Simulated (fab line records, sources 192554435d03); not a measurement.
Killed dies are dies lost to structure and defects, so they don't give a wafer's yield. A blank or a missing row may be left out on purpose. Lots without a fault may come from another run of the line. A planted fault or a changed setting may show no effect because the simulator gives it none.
fab line records | flow n5_finfet
record lots=6 wafers=17 last_day=17
route steps=1938 shown BEOL_M1@788 BEOL_M4@1111 PASSIVATION@1936
lots that met no fault: from a run of the same line without faults
start_h: hours from the record's first day to the start of the lot's first wafer shown | wait_h: hours since the lot's step before | " the same as in the row above | L1.1+2: a row that stands for several wafers | - no value, or no start given | * or withheld: withheld | < > ~ a bound
route shown NAME@n: a module of which the file shows steps, and the number in the route of the first | usual: mean/standard deviation of fault-free wafers | same: alike in all rows | chamber/n: place in a boat | sites: the reading at each site | _std_site: their standard deviation | _edge_site: outer sites' mean less inner sites' | radius_mm: how far each site lies from the wafer's centre | mask NAME#n: copy n | behind: the tool/chamber that last shaped the wafer | hold: why the lot was held/for how many hours/how that ended | device: the transistor (n, p or np) that didn't switch | end of line: the same wafers' tests at the end of the route | a step without rows: its recipe alone | killed: dies lost to structure and defects at the first sort, not the wafer's yield | map: a wafer's dies, x killed, . not, _ none there
set.NAME: the setting as run; set.NAME@STEP: as run at that earlier step | model.NAME: the simulator's own value behind a step, which no gauge read
lots at some steps of the route; a table a step, a row a wafer
services: from which hour (start_h, from the record's first day; less than 0 if before it) a tool's chamber was out of use, for how many hours, and why
## steps
# step N5_BEOL_M1_INSPECT_30
# recipe mode=adi inspect_instrument=brightfield
# usual raw_defect_count=394/83
# columns lot.wafer tool chamber start_h wait_h raw_defect_count
L558.1 defect_inspect-01 - 142.56 0.1 522
L558.3 " - " " 528
L558.4 " - " " 600
L569.3 defect_inspect-01 - 213.33 0.0 459
L569.5 " - " " 423
L569.6 " - " " 294
L570.2 defect_inspect-02 - 226.01 0.0 361
L570.3 " - " " 339
L570.5 " - " " 460
L576.3 defect_inspect-01 - 246.38 0.0 360
L576.5 " - " " 422
L576.6 " - " " 326
L577.1 defect_inspect-02 - 252.62 0.1 380
L577.4 " - " " 364
L578.1 defect_inspect-01 - 264.59 0.1 405
L578.4 " - " " 459
L578.5 " - " " 358
# step N5_BEOL_M1_DESCUM_33
# recipe chemistry=O2 time_s=7 source_power_w=50 bias_power_w=20 pressure_mtorr=20 rf_frequency_hz=2.712e+07 temp_c=40 resist=CAR-EUV o2_flow_sccm=225
# step N5_BEOL_M1_ETCH_77
# recipe chemistry=N2/H2 target=underlayer target_depth_a=65 mask_material=CAR-EUV time_s=5.2 ion_energy_ev=200 pressure_mtorr=30 source_w=840 bias_w=150 n2_flow_sccm=200 h2_flow_sccm=200 ends=cleared
# usual drypump_motor_current_A=5.7/0.51 etch_rf_on_time_s=5.19/0.12 oes_product_au=0.67/0.06 rf_vpp_V=524/3.3 showerhead_plenum_p_Torr=2.54/0.11 throttle_valve_pct=17.80/0.25
# columns lot.wafer tool chamber start_h wait_h drypump_motor_current_A etch_rf_on_time_s oes_product_au rf_hours_counter_h rf_vpp_V showerhead_plenum_p_Torr throttle_valve_pct
L558.1 rie_diel-05 0 142.63 0.0 5.6 4.97 0.67 108 519 2.35 17.77
L558.3 " 3 " " 5.8 5.15 0.61 201 526 2.61 17.41
L558.4 " 1 " " 6.1 5.24 0.73 48 528 2.71 17.63
L569.3 rie_diel-05 1 213.47 0.0 6.1 5.29 0.71 69 530 2.70 17.62
L569.5 " 2 " " 6.8 5.04 0.69 - 526 2.67 17.51
L569.6 " 1 " " 6.1 5.26 0.69 - 529 2.70 17.61
L570.2 rie_diel-03 2 226.08 0.0 5.1 5.14 0.64 171 520 2.41 17.61
L570.3 " 0 " " 5.9 5.36 0.61 175 523 2.54 18.10
L570.5 " 1 " " 6.1 5.18 0.75 - 521 2.50 17.90
L576.3 rie_diel-03 0 246.44 0.0 5.9 5.38 0.60 182 524 2.54 18.12
L576.5 " 1 " " 6.1 5.25 0.73 - 521 2.50 17.92
L576.6 " 0 " " 5.9 5.39 0.60 - 522 2.54 18.10
L577.1 rie_diel-03 0 252.68 0.0 5.9 5.39 0.60 184 521 2.54 18.12
L577.4 " 0 " " 5.9 5.38 0.60 - 523 2.54 18.14
L578.1 rie_diel-01 1 264.66 0.0 5.8 5.04 0.72 69 526 2.57 17.77
L578.4 " 2 " " 5.0 5.18 0.83 5 521 2.50 18.03
L578.5 " 0 " " 4.9 5.17 0.72 - 525 2.58 18.06
# step N5_BEOL_M1_ETCH_69
# recipe chemistry=CF4 target=SiARC target_depth_a=156 mask_material=CAR-EUV time_s=26 ion_energy_ev=80 pressure_mtorr=40 source_w=545 bias_w=36 Ar_flow_sccm=100 cf4_flow_sccm=100 ends=cleared
# usual drypump_motor_current_A=5.7/0.51 etch_rf_on_time_s=25.8/0.64 oes_product_au=0.67/0.061 rf_vpp_V=184.1/1.4 showerhead_plenum_p_Torr=2.14/0.083 throttle_valve_pct=15.54/0.21
# columns lot.wafer tool chamber start_h wait_h drypump_motor_current_A etch_rf_on_time_s oes_product_au rf_hours_counter_h rf_vpp_V showerhead_plenum_p_Torr throttle_valve_pct
L558.1 rie_diel-05 0 142.64 0.0 5.6 24.9 0.67 108 182.5 2.00 15.52
L558.3 " 3 " " 5.8 25.9 0.61 201 183.8 2.21 15.38
L558.4 " 1 " " 6.1 26.1 0.72 48 184.9 2.26 15.35
L569.3 rie_diel-05 1 213.49 0.0 6.1 25.9 0.71 69 185.3 2.25 15.39
L569.5 " 2 " " 6.7 25.1 0.70 - 185.8 2.23 15.15
L569.6 " 1 " " 6.1 26.2 0.71 - 184.9 2.25 15.40
L570.2 rie_diel-03 2 226.10 0.0 5.1 26.1 0.64 171 184.5 2.06 15.72
L570.3 " 0 " " 5.9 27.1 0.61 175 183.4 2.13 15.75
L570.5 " 1 " " 6.1 26.2 0.74 - 184.7 2.09 15.43
L576.3 rie_diel-03 0 246.46 0.0 5.9 27.4 0.60 182 182.6 2.13 15.77
L576.5 " 1 " " 6.1 26.0 0.74 - 182.7 2.09 15.44
L576.6 " 0 " " 5.9 27.4 0.60 - 183.7 2.13 15.76
L577.1 rie_diel-03 0 252.70 0.0 5.9 27.0 0.60 184 185.1 2.13 15.77
L577.4 " 0 " " 5.9 27.2 0.60 - 183.5 2.13 15.74
L578.1 rie_diel-01 1 264.68 0.0 5.8 25.2 0.72 69 185.9 2.16 15.60
L578.4 " 2 " " 5.0 25.8 0.84 5 183.4 2.11 15.65
L578.5 " 0 " " 4.9 25.5 0.72 - 183.7 2.15 15.60
# step N5_BEOL_M1_ALD_98
# recipe material=SiO2 target_thk_a=25 temp_c=100 ald_precursor_family=BDEAS ald_co_reactant=O2-plasma pulse_time_s=1 co_reactant_pulse_time_s=1 purge_time_s=2 co_reactant_purge_time_s=2 ald_cycles=17 pressure_torr=2
# usual heater_power_w=81/7.5 precursor_pulse_height_rel=0.999/0.021
# same ald_cycles=17 pulse_time_s=1
# columns lot.wafer tool chamber start_h wait_h heater_power_w precursor_pulse_height_rel
L558.1 ald_sin-02 2 143.14 0.5 80 0.997
L558.3 " 0 " " 75 1.007
L558.4 " 1 " " 79 0.982
L569.3 ald_sin-02 1 213.91 0.4 80 1.005
L569.5 " 2 " " 77 0.991
L569.6 " 1 " " 78 0.963
L570.2 ald_sin-02 3 226.18 0.1 85 0.993
L570.3 " 2 " " 81 0.958
L570.5 " 3 " " 82 0.988
L576.3 ald_sin-02 2 246.54 0.1 79 1.013
L576.5 " 0 " " 76 1.014
L576.6 " 3 " " 84 0.990
L577.1 ald_sin-03 1 252.91 0.2 86 0.966
L577.4 " 3 " " 85 1.006
L578.1 ald_sin-03 2 265.05 0.3 85 0.974
L578.4 " 0 " " 96 0.982
L578.5 " 2 " " 84 1.034
# step N5_BEOL_M1_ETCHBACK_99
# recipe chemistry=CHF3 target=SiO2 target_depth_a=50 time_s=10.4 source_w=215 bias_w=47 Ar_flow_sccm=200 CHF3_flow_sccm=12 ion_energy_ev=100 pressure_mtorr=30
# usual drypump_motor_current_A=5.6/0.5 oes_product_au=0.78/0.081 rf_vpp_V=240/5.3 showerhead_plenum_p_Torr=2.14/0.067 throttle_valve_pct=17.04/0.21
# columns lot.wafer tool chamber start_h wait_h drypump_motor_current_A oes_product_au rf_hours_counter_h rf_vpp_V showerhead_plenum_p_Torr throttle_valve_pct
L558.1 rie_diel-05 3 143.26 0.1 5.8 0.72 201 248 2.22 16.83
L558.3 " 0 " " 5.6 0.78 109 229 2.00 16.99
L558.4 " 1 " " 6.1 0.85 48 240 2.26 16.74
L569.3 rie_diel-01 0 214.15 0.2 4.9 0.86 69 231 2.17 17.02
L569.5 " 1 " " 5.8 0.86 - 246 2.18 17.08
L569.6 " 0 " " 4.9 0.86 - 232 2.17 17.04
L570.2 rie_diel-05 0 226.40 0.2 5.6 0.75 132 231 1.99 17.04
L570.3 " 1 " " 6.1 0.81 73 240 2.26 16.77
L570.5 " 3 " " 5.8 0.70 - 245 2.21 16.86
L576.3 rie_diel-01 3 249.01 2.4 5.3 0.69 225 236 2.05 17.15
L576.5 " 1 " " 5.8 0.85 - 245 2.18 17.10
L576.6 " 0 " " 4.9 0.84 - 233 2.16 17.07
L577.1 rie_diel-01 0 253.42 0.5 4.9 0.84 85 229 2.16 17.06
L577.4 " 1 " " 5.8 0.84 66 244 2.18 17.10
L578.1 rie_diel-03 1 266.65 1.6 6.1 0.85 70 240 2.08 16.87
L578.4 " 2 " " 5.0 0.73 - 237 2.06 17.14
L578.5 " 0 " " 5.9 0.70 - 247 2.14 17.25
# step N5_BEOL_M1_ETCH_70
# recipe chemistry=N2/H2 target=SOC target_depth_a=800 overetch_a=160 mask_material=SiARC temp_c=40 time_s=120 ion_energy_ev=200 pressure_mtorr=30 source_w=840 bias_w=150 n2_flow_sccm=200 h2_flow_sccm=200
# step N5_BEOL_M1_STRIP_71
# recipe chemistry=N2/H2 temp_c=40 n2_flow_sccm=200 h2_flow_sccm=200 rf_frequency_hz=6e+07
# step N5_BEOL_M1_STRIP_78
# recipe chemistry=N2/H2 temp_c=40 n2_flow_sccm=200 h2_flow_sccm=200 rf_frequency_hz=6e+07
# step N5_BEOL_M1_VIA_ETCH_34
# recipe chemistry=C4F6/O2 target_depth_a=678 mask_material=SOC pressure_mtorr=15 ion_energy_ev=250 taper_deg=4 time_s=64.4 source_w=350 bias_w=170 Ar_flow_sccm=300 C4F6_flow_sccm=10 O2_flow_sccm=10
# usual drypump_motor_current_A=5.6/0.5 oes_product_au=0.78/0.08 rf_vpp_V=663/14 run_length_s=87.8/0.54 showerhead_plenum_p_Torr=2.82/0.085 throttle_valve_pct=30.72/0.27
# columns lot.wafer tool chamber start_h wait_h drypump_motor_current_A oes_product_au rf_hours_counter_h rf_vpp_V run_length_s showerhead_plenum_p_Torr throttle_valve_pct
L558.1 rie_diel-05 3 143.39 0.0 5.7 0.72 201 680 86.7 2.93 30.33
L558.3 " 0 " " 5.6 0.77 109 638 87.8 2.65 30.84
L558.4 " 1 " " 6.1 0.85 49 662 87.6 2.98 30.31
L569.3 rie_diel-01 0 214.28 0.0 4.9 0.86 69 643 88.7 2.86 30.83
L569.5 " 1 " " 5.8 0.86 - 675 88.6 2.88 30.84
L569.6 " 0 " " 4.9 0.86 - 643 88.5 2.86 30.85
L570.2 rie_diel-05 0 226.54 0.0 5.6 0.76 132 637 88.2 2.64 30.87
L570.3 " 1 " " 6.1 0.82 73 662 88.1 2.97 30.33
L570.5 " 3 " " 5.7 0.70 - 680 87.0 2.92 30.34
L576.3 rie_diel-01 3 249.14 0.0 5.3 0.67 225 651 88.0 2.71 30.88
L576.5 " 1 " " 5.8 0.84 - 675 88.5 2.88 30.85
L576.6 " 0 " " 4.9 0.84 - 643 88.5 2.85 30.87
L577.1 rie_diel-01 0 253.55 0.0 4.9 0.84 85 643 88.5 2.85 30.86
L577.4 " 1 " " 5.8 0.84 67 675 88.4 2.88 30.88
L578.1 rie_diel-03 1 266.79 0.0 6.1 0.85 70 669 87.7 2.75 30.58
L578.4 " 2 " " 5.0 0.73 - 658 88.0 2.73 30.61
L578.5 " 0 " " 5.9 0.70 - 683 87.1 2.83 31.01
# step N5_BEOL_M1_STRIP_83
# recipe chemistry=C4F6/O2 resist=SiARC rf_frequency_hz=6e+07
# step N5_BEOL_M1_STRIP_36
# recipe chemistry=N2/H2 power_w=450 temp_c=40 pressure_mtorr=20 rf_frequency_hz=6e+07 overash_fraction=0.3 bias_power_w=7 h2_frac=0.5 n2_flow_sccm=200 h2_flow_sccm=200
# step N5_BEOL_M1_TRENCH_ETCH_37
# recipe chemistry=C4F6/O2 target_depth_a=552.07 target=SiOC time_s=29 ion_energy_ev=250 pressure_mtorr=30 source_w=355 bias_w=185 Ar_flow_sccm=300 C4F6_flow_sccm=10 O2_flow_sccm=10
# usual drypump_motor_current_A=5.6/0.5 oes_product_au=0.78/0.08 rf_vpp_V=663/14 run_length_s=52.4/0.53 showerhead_plenum_p_Torr=2.83/0.085 throttle_valve_pct=20.82/0.21
# columns lot.wafer tool chamber start_h wait_h drypump_motor_current_A oes_product_au rf_hours_counter_h rf_vpp_V run_length_s showerhead_plenum_p_Torr throttle_valve_pct model.BEOL_M1.feature_depth_nm model.etch.depth_nm
L558.1 rie_diel-05 3 143.49 - 5.8 0.72 201 680 51.6 2.94 20.54 55.4 55.36
L558.3 " 0 " " 5.6 0.78 109 636 52.8 2.65 20.80 56.4 56.4
L558.4 " 1 " " 6.1 0.86 49 662 52.3 2.99 20.51 55 54.96
L569.3 rie_diel-01 0 214.38 - 4.9 0.85 69 641 53.1 2.87 20.83 55.6 55.52
L569.5 " 1 " " 5.8 0.86 - 676 53.4 2.89 20.89 56 56.09
L569.6 " 0 " " 4.9 0.86 - 643 53.2 2.87 20.84 55.4 55.38
L570.2 rie_diel-05 0 226.64 - 5.5 0.76 133 637 52.4 2.64 20.86 56 55.97
L570.3 " 1 " " 6.1 0.81 73 663 52.2 2.98 20.55 54.6 54.55
L570.5 " 3 " " 5.8 0.70 - 680 51.3 2.93 20.58 54.6 54.52
L576.3 rie_diel-01 3 249.24 - 5.4 0.68 225 652 50.4 2.71 20.91 49.8 49.72
L576.5 " 1 " " 5.8 0.84 - 675 53.0 2.88 20.91 56.4 56.5
L576.6 " 0 " " 4.9 0.84 - 640 53.2 2.86 20.84 55.6 55.55
L577.1 rie_diel-01 0 253.65 - 4.9 0.84 85 642 52.9 2.86 20.87 55 54.96
L577.4 " 1 " " 5.8 0.83 67 674 50.7 2.88 20.90 51.2 51.27
L578.1 rie_diel-03 1 266.89 - 6.1 0.85 70 668 51.7 2.75 20.65 55 55.03
L578.4 " 2 " " 5.1 0.73 - 660 52.5 2.73 20.90 54.4 54.37
L578.5 " 0 " " 5.9 0.71 - 685 51.9 2.83 21.02 53.4 53.32
# step N5_BEOL_M1_ETCH_41
# recipe chemistry=CH3F/O2 target=SiCN target_depth_a=319 taper_deg=2 time_s=57.8 ion_energy_ev=120 mask_material=TiN pressure_mtorr=30 source_w=395 bias_w=75 Ar_flow_sccm=150 CH3F_flow_sccm=30 O2_flow_sccm=20
# step N5_BEOL_M1_STRIP_97
# recipe chemistry=N2/H2 time_s=10 power_w=450 temp_c=40 pressure_mtorr=20 rf_frequency_hz=6e+07 bias_power_w=7 n2_flow_sccm=200 h2_flow_sccm=200
# step N5_BEOL_M1_OCD_MEAS_38
# usual trench_depth_nm=54.9/0.93
# columns lot.wafer tool chamber start_h wait_h trench_depth_nm
L558.1 ocd-02 - 143.65 - 55.3
L558.3 " - " " 56.7
L558.4 " - " " 55.7
L569.3 ocd-01 - 214.54 - 55.4
L569.5 " - " " 55.9
L569.6 " - " " 55.5
L570.2 ocd-02 - 226.79 - 56.1
L570.3 " - " " 54.7
L570.5 " - " " 53.9
L576.3 ocd-02 - 249.40 - 50.1
L576.5 " - " " 56.1
L576.6 " - " " 55.0
L577.1 ocd-02 - 253.81 - 54.7
L577.4 " - " " 51.0
L578.1 ocd-02 - 267.05 - 54.8
L578.4 " - " " 54.1
L578.5 " - " " 53.4
# step N5_BEOL_M1_HM_STRIP_39
# recipe chemistry=peroxide_tin_strip material=TiN target_depth_a=250 temp_c=50 time_s=158
# step N5_BEOL_M4_RC_MEAS_101
# usual DIBL_N=36.3/1.6 DIBL_P=36.2/2.1 IOFF_N=0.16/0.031 IOFF_P=0.21/0.034 ION_N=673/11 ION_P=461/7.4 SS_N=71.6/0.55 SS_P=73.3/0.66 VT_N=251/3.2 VT_P=-251/3.5
# columns lot.wafer tool chamber start_h wait_h DIBL_N[mV/V] DIBL_P[mV/V] IOFF_N[nA/um] IOFF_P[nA/um] ION_N[uA/um] ION_P[uA/um] SS_N[mV/dec] SS_P[mV/dec] VT_N[mV] VT_P[mV]
L558.1 prober-01 0 179.89 0.0 35.8 34.9 0.15 0.18 668 454 72.2 72.9 254 -252
L558.3 " 0 " " 35.2 35.2 0.14 0.18 666 459 71.4 73.5 252 -253
L558.4 " 0 " " 35.5 36.0 0.16 0.20 672 459 71.9 73.0 249 -251
L569.3 prober-01 0 246.02 0.3 35.5 35.6 0.15 0.19 667 454 71.3 72.9 250 -252
L569.5 " 0 " " 35.4 35.9 0.14 0.20 669 459 71.9 72.6 250 -252
L569.6 " 0 " " 35.8 36.9 0.16 0.22 670 464 71.9 72.9 249 -250
L570.2 prober-02 0 256.81 0.2 38.6 38.5 0.20 0.26 680 465 71.7 73.7 249 -247
L570.3 " 0 " " 35.4 35.7 0.14 0.21 662 463 71.0 73.4 252 -246
L570.5 " 0 " " 36.4 35.7 0.15 0.20 660 453 71.6 72.9 249 -250
L576.3 prober-01 0 281.29 0.3 38.3 38.4 0.17 0.22 677 458 71.6 73.7 250 -251
L576.5 " 0 " " 36.0 35.4 0.13 0.19 661 454 72.1 73.5 254 -254
L576.6 " 0 " " 36.6 34.9 0.13 0.17 662 448 72.0 73.2 255 -254
L577.1 prober-01 0 295.50 0.0 34.2 32.4 0.10 0.14 655 453 71.4 71.8 259 -256
L577.4 " 0 " " 36.9 36.4 0.14 0.19 666 463 71.6 72.9 252 -255
L578.1 prober-01 0 297.85 0.0 35.5 35.7 0.15 0.17 680 464 71.4 72.9 250 -256
L578.4 " 0 " " 37.2 38.6 0.20 0.23 682 467 71.6 74.1 247 -250
L578.5 " 0 " " 38.1 39.8 0.20 0.25 686 470 72.0 74.1 247 -250
# step N5_PASSIVATION_PROBE_49
# usual defect_limited_yield=91.5/1.5 killed_at_M0_to_M3=32/9.4 killed_at_M4_up=12/5.1 killed_at_contacts=11/7.4 killed_at_front_end=41/11 killed_at_other=3.4/2.5 killed_dies=100/17 killed_open=65/14 killed_short=33/7 sort_bin_5_function=4.9/0.96 sort_bin_6_memory=3.1/0.7 sort_n_pass=1080/17 sort_yield_pct=91.5/1.5
# same gross_dies=1180 killed_at_back_side=0 sort_bin_4_leakage[%]=0 sort_bin_8_speed[%]=0
# columns lot.wafer tool chamber start_h wait_h defect_limited_yield[%] killed_at_M0_to_M3 killed_at_M4_up killed_at_contacts killed_at_front_end killed_at_other killed_dies killed_open killed_short sort_bin_5_function[%] sort_bin_6_memory[%] sort_n_pass sort_yield_pct[%]
L569.3 prober-02 - 339.84 0.1 93.6 17 4 12 43 0 76 35 40 3.7 2.3 1104 93.6
L569.5 prober-02 - 339.94 0.2 91.4 36 17 1 45 2 101 61 37 4.7 3.8 1079 91.4
L569.6 prober-02 - 339.99 0.3 93.9 22 8 7 35 0 72 38 33 3.8 1.9 1108 93.9
# killed by level:class
L569.3 MOL_CONTACT_COAG:geometric_particle:open=9 FIN_SAQP:geometric_particle:short=7 BEOL_M0_SAQP:geometric_particle:short=7 STARTING-WAFER:geometric_particle:short=6 STI_FIN_REVEAL:geometric_particle:open=5 SPACER0:geometric_particle:short=5 GATE_CUT:geometric_particle:short=5 GATE_CUT:geometric_particle:open=5
L569.5 FIN_SAQP:geometric_particle:short=11 BEOL_M4:geometric_particle:open=8 GATE_CUT:geometric_particle:short=8 BEOL_M0_SAQP:geometric_particle:short=8 BEOL_M1:geometric_particle:open=8 BEOL_M2:geometric_particle:open=7 BEOL_M3:geometric_particle:open=7 GATE_CUT:geometric_particle:open=6
L569.6 MOL_CONTACT_COAG:geometric_particle:open=7 FIN_SAQP:geometric_particle:open=6 BEOL_M0_SAQP:geometric_particle:short=6 FIN_SAQP:geometric_particle:short=5 DUMMY_GATE:geometric_particle:open=5 SPACER0:geometric_particle:short=5 STARTING-WAFER:geometric_particle:short=5 BEOL_M2:geometric_particle:open=5
## services
# columns tool chamber start_h hours kind
rie_diel-01 1 140.00 12.9 repair
ald_sin-03 0 150.53 8.9 repair
rie_diel-05 - 159.79 0.5 repair
rie_diel-03 0 181.89 7.9 repair
ald_sin-02 - 207.28 6.1 pm
rie_diel-01 3 211.88 14.8 repair
rie_diel-01 2 230.42 - clean
rie_diel-01 2 230.42 - consumable_replace:focus_ring
rie_diel-01 2 230.42 13.2 scheduled_down
rie_diel-01 2 230.42 13.2 vent_cycle
rie_diel-03 3 232.01 2.0 repair
rie_diel-03 3 245.09 - clean
rie_diel-03 3 245.09 - consumable_replace:focus_ring
rie_diel-03 3 245.09 17.9 scheduled_down
rie_diel-03 3 245.09 17.9 vent_cycle
ald_sin-02 3 256.96 3.4 repair
ald_sin-03 3 257.28 54.2 repair
ald_sin-03 0 265.29 12.3 repair
rie_diel-03 3 266.40 4.3 repair
## key
first_sign step=N5_BEOL_M1_TRENCH_ETCH_37 reading=run_length_s direction=down sigmas=3.4 usual=* struck=*
effect step=N5_BEOL_M1_OCD_MEAS_38 reading=trench_depth_nm direction=down sigmas=4.6 usual=54.9 struck=50.6
model_effect step=N5_BEOL_M1_TRENCH_ETCH_37 value=BEOL_M1.feature_depth_nm without=55.1 struck=50.5
met_at N5_BEOL_M1_TRENCH_ETCH_37
struck_wafers L576.3,L577.4
baseline_loss step=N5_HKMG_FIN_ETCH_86 wafers=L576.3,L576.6
onset_between 214.38 249.24
fault kind=process_parameter_drift tool=rie_diel-01 chamber=- onset_h=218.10 steps=N5_BEOL_M1_TRENCH_ETCH_37 channel=time_s offset=* shape=step end_h=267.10 scope=struck_wafers_only acts_in=* stated=*
# baseline_loss: these wafers lose ten dies or more at that step, a loss of the line's own and not of a fault; the sort's usual values leave them out
